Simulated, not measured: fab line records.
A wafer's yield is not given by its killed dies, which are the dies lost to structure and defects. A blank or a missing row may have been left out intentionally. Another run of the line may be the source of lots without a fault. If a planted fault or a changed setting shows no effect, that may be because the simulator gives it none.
Matching of chambers    flow n5-finfet    pecvd-01 running N5_BEOL_M12_DEP_53: 3 sister chambers
The step deposits SiCN from 3MS/NH3, target thk 30 nm, time 10.5 s. 3 wafers are shown with their chamber, then 10 later ones without.

## WAFERS, EACH WITH ITS CHAMBER
wafer   chamber  throttle-valve-pct (%)
L087.5  2        18.5
L092.1  1        18.8
L092.4  0        17.8

## WAFERS WHOSE CHAMBER IS MISSING
wafer   throttle-valve-pct (%)
L092.6  18.1
L094.1  17.9
L094.2  17.4
L094.5  18.2
L093.3  18.0
L093.4  18.9
L093.5  17.3
L096.1  18.1
L096.2  18.5
L096.6  18.9

## WHICH CHAMBER EACH WENT THROUGH
wafer   from the rows above           in truth
L092.6  can't be placed: 0 or 2 or 1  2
L094.1  can't be placed: 0 or 2       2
L094.2  0                             0
L094.5  can't be placed: 2 or 0 or 1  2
L093.3  can't be placed: 0 or 2       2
L093.4  can't be placed: 1 or 2       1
L093.5  0                             0
L096.1  can't be placed: 0 or 2 or 1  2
L096.2  can't be placed: 2 or 1       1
L096.6  can't be placed: 1 or 2       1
Correctly placed: 2 of 10. Unplaceable from these rows: 8, with the true chamber sitting among the candidates in 8. Wrongly placed: 0.
How it was worked out, from the rows above alone: a wafer's distance from a chamber is the root of the sum, over the readings, of the square of ((its reading less the chamber's mean) divided by the reading's scatter). The wafer belongs to the nearest chamber; if the next one is less than 2 further off, it can't be placed. The mean given for a chamber averages the wafers shown for that chamber. The scatter (one wafer shown for each chamber): square how far every hidden wafer sits from the nearest shown wafer, average those squares and take the square root.
